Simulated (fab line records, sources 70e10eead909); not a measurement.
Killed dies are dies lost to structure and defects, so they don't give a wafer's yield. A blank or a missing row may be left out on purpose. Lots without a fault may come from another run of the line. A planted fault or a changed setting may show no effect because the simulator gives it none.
Problem report in the 8D (eight disciplines) form, filled by code | flow nand_harc | the parts of the form that need people (team, actions taken, sign-off) are left out

1. THE PROBLEM
heater_power_total_W at NHARC_A_CONTACT_SOFTBAKE_64 reads a mean of 191.55 W on 9 wafers of 3 lots; wafers without a fault read 188.46 W with a standard deviation of 0.14. That is +22 standard deviations from the usual mean.
The step: time 55 s.
First seen on wafer L879.2, day 24 12:00, on litho_track-01. The record holds 39 wafers of 13 lots with a number at this step. Rule for "out", or "out of limits": more than 4 standard deviations from the usual mean. The other wafers with a number count as sound.

2. WHAT IT IS AND WHAT IT IS NOT
question                    | is                     | is not
which readings at this step | heater_power_total_W   | -
which lots                  | L879, L880, L881       | L873, L874, L878, L887, L889, L891, L892, L893, L894, L895
which wafers of those lots  | all that have a number | -
read on which tools         | litho_track-01         | litho_track-04, litho_track-06
when                        | from day 24 12:00      | up to then (9 sound wafers); but 21 sound wafers of L887, L889, L891, L892, L893, L894, L895 came after

3. SUSPECTS, AND WHAT RULES EACH OUT
Counting: a tool at a process step up to the reading stays a suspect if it ran every lot that is out and no sound lot after the first of them.
- litho_track-01 at NHARC_A_CONTACT_SOFTBAKE_64 (time 55 s): ruled out as a lasting fault. Sound lots L893 ran on it after its first lot that is out, L879 (day 24 12:00).
Left after counting: nothing in the record.

4. THE CAUSE (what the simulator had put in)
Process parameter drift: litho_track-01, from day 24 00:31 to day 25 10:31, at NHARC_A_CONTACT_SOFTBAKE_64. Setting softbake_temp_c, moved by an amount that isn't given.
Counting ruled it out, wrongly.

5. THE CHAIN OF EFFECTS, in route order
Each row: a reading whose mean over the struck wafers that have a number lies more than 3 standard deviations from the usual. Only readings for which the record gives a usual standard deviation are gone through. hours: the time from each lot's start at the first step in this table that gives one to its start at this step, as a median over the lots. sigmas: the change in usual standard deviations.
hours | step                        | reading              | usual    | on struck wafers | change | sigmas
0     | NHARC_A_CONTACT_SOFTBAKE_64 | heater_power_total_W | 188.46 W | 191.55           | +3.09  | +22
The process steps in it:
- NHARC_A_CONTACT_SOFTBAKE_64: time 55 s.

6. WHAT WOULD HAVE CAUGHT IT SOONER
In this record the first reading out of limits was taken at day 24 12:00, 11 hours after the fault began at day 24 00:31.
